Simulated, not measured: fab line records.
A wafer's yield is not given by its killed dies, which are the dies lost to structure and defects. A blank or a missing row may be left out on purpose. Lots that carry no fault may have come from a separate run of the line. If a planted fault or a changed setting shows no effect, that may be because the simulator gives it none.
Problem report in the 8D (eight disciplines) form, filled by code    flow nand_harc    the parts of the form that need people (team, actions taken, sign-off) are left out

## 1. WHAT IS WRONG
Wafers without a fault read 188.46 W, standard deviation 0.14; heater_power_total_W at NHARC_P_M1_SOFTBAKE_04 reads a mean of 198.50 W on 2 wafers belonging to 2 lots. That puts it +72 standard deviations away from the usual mean.
The step: time 55 s.
Earliest sighting: wafer L492.2 on litho_track-06 at day 10 23:00. At this step, 39 wafers from 13 lots have a number in the record. By rule, "out" or "out of limits" means more than 4 standard deviations away from the usual mean. Any other wafer with a number is counted as sound.

## 2. WHAT IT IS, WHAT IT ISN'T
question                     is                    is not
which readings at this step  heater_power_total_W  resist_line_temp_C
which lots                   L491, L492            L483, L484, L488, L489, L493, L498, L499, L500, L501, L502, L503
which wafers of those lots   L491.4, L492.2        L491.1, L491.5, L492.1, L492.5
read on which tools          litho_track-06        litho_track-01, litho_track-04
when                         from day 10 23:00     up to then (14 sound wafers); but 23 sound wafers of L491, L493, L498, L499, L500, L501, L502, L503 came after

## 3. SUSPECTS, AND WHAT RULES EACH OUT
Counting: if a tool at a process step up to the reading ran every lot that is out, it stays a suspect. Sound lots after the first of them don't rule it out here, since some wafers of a struck lot are sound.
- rie_diel-03 at NHARC_P_M0_ETCH_34 (etches the open film in N2/H2, target depth 40 nm, overetch 12 nm, time 43.94 s): kept. Ran every lot that is out, first one L492 (day 10 20:32); last sound lot up to then L483 (day 7 19:56).
- litho_track-06 at NHARC_P_M1_SOFTBAKE_04 (time 55 s): kept. Ran every lot that is out, first one L492 (day 10 23:00); last sound lot up to then L489 (day 10 07:00). Its own readings are out on those wafers: heater_power_total_W.
- Within rie_diel-03 at NHARC_P_M0_ETCH_34: the wafers that are out ran in chambers 0, 2; their sound lot-mates ran in chambers 1, 3.
Left after counting: rie_diel-03 at NHARC_P_M0_ETCH_34, litho_track-06 at NHARC_P_M1_SOFTBAKE_04.

## 4. THE CAUSE (what the simulator had put in)
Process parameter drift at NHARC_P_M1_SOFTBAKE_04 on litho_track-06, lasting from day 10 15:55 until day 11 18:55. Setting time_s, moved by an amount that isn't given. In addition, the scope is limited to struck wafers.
Of the 2 suspects that counting leaves, this tool is one.

## 5. SEQUENCE OF EFFECTS, ordered by route
Rows list readings where the struck wafers' mean (over those with a number) sits beyond 3 standard deviations from the usual. Scope: only readings with a usual standard deviation given in the record; hours: median across lots of the time from each lot's start at the first step in this table that gives one to its start at this step; sigmas: change in usual standard deviations.
hours  step                    reading               usual     on struck wafers  change  sigmas
0      NHARC_P_M1_SOFTBAKE_04  heater_power_total_W  188.46 W  198.50            +10.04  +72
It contains these process steps:
- NHARC_P_M1_SOFTBAKE_04: time 55 s.
Later steps that measure or inspect, where all struck wafers having a row at the step show a number for every such reading and not one has moved that far: NHARC_P_M1_INSPECT_11, NHARC_END_SORT_01.

## 6. WHAT WOULD HAVE CAUGHT IT SOONER
The fault began at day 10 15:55; the first out-of-limits reading in this record came at day 10 23:00, 7 hours later.
